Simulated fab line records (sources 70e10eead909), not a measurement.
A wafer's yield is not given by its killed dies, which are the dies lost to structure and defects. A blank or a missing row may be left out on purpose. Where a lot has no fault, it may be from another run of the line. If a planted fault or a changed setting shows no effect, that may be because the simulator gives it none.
What tool caused it? | flow nand-harc | 18 wafers from 6 lots sampled at 3 of the route's 1302 steps

## WHAT THE GAUGES READ, wafer by wafer
NHARC_A_CONTACT_CD_MEAS_69 targets a cd of 300 nm.
lot  | measured     | on        | cd-nm (nm)
L121 | day 21 16:25 | cd-sem-03 | 300.1 300.4 300.3
L127 | day 24 22:58 | cd-sem-02 | 294.4 294.6 294.2
L132 | day 26 15:13 | cd-sem-02 | 299.5 299.1 299.6
L135 | day 27 12:18 | cd-sem-01 | 300.1 299.7 299.4
L138 | day 29 11:58 | cd-sem-02 | 299.8 300.5 300.4
L140 | day 30 15:34 | cd-sem-03 | 300.7 300.1 300.6

## EACH LOT AND THE TOOL THAT RAN IT (in order: tool; ch and the chambers of the sampled wafers; start)
lot  | NHARC_A_CONTACT_ETCH_120             | NHARC_A_CONTACT_EXPOSE_66
L121 | har-cap-etch-03 ch 0,1, day 21 09:44 | arfi-scanner-03 ch 0, day 21 16:17
L127 | har-cap-etch-01 ch 0,1, day 24 13:16 | arfi-scanner-03 ch 0, day 24 22:50
L132 | har-cap-etch-02 ch 0,1, day 26 07:32 | arfi-scanner-01 ch 0, day 26 15:05
L135 | har-cap-etch-02 ch 0,1, day 27 04:05 | arfi-scanner-01 ch 0, day 27 12:10
L138 | har-cap-etch-02 ch 0,1, day 29 05:14 | arfi-scanner-02 ch 0, day 29 11:49
L140 | har-cap-etch-03 ch 0,1, day 30 08:44 | arfi-scanner-02 ch 0, day 30 15:25
- NHARC_A_CONTACT_ETCH_120: etches the open film in C4F8/O2/Ar, time 190 s, target depth 1850 nm.
- NHARC_A_CONTACT_EXPOSE_66: exposes mask A CC 2.

## THE ANSWER, worked out from the rows above alone
Rule: the usual values come from the lots themselves. The widest of any qualifying gaps counts: lots, ordered by their means at a reading, are off when they make up no more than a third of the lots, leave a main group of 4 or more, and stand apart from it by 3 or more times the standard deviation of that group's means. The tables above print the reading to a certain number of digits; a main group whose means all agree to those digits is not used. A lot without any number at a reading at which 4 lots or more have one is off too. All remaining lots with rows at the step are treated as sound.
Off at NHARC_A_CONTACT_CD_MEAS_69 (cd-nm): L127. Mean 300.0 nm and standard deviation 0.39 in the main group.
A tool fits if, at a process step before that reading, it ran every lot that is off, and no sound lot after the first of them. The gauges at NHARC_A_CONTACT_CD_MEAS_69 are tried like those tools. Can't be told from this: 2 tools fit, har-cap-etch-01 at NHARC_A_CONTACT_ETCH_120, arfi-scanner-03 at NHARC_A_CONTACT_EXPOSE_66.

## WHAT THE SIMULATOR HAD INSERTED
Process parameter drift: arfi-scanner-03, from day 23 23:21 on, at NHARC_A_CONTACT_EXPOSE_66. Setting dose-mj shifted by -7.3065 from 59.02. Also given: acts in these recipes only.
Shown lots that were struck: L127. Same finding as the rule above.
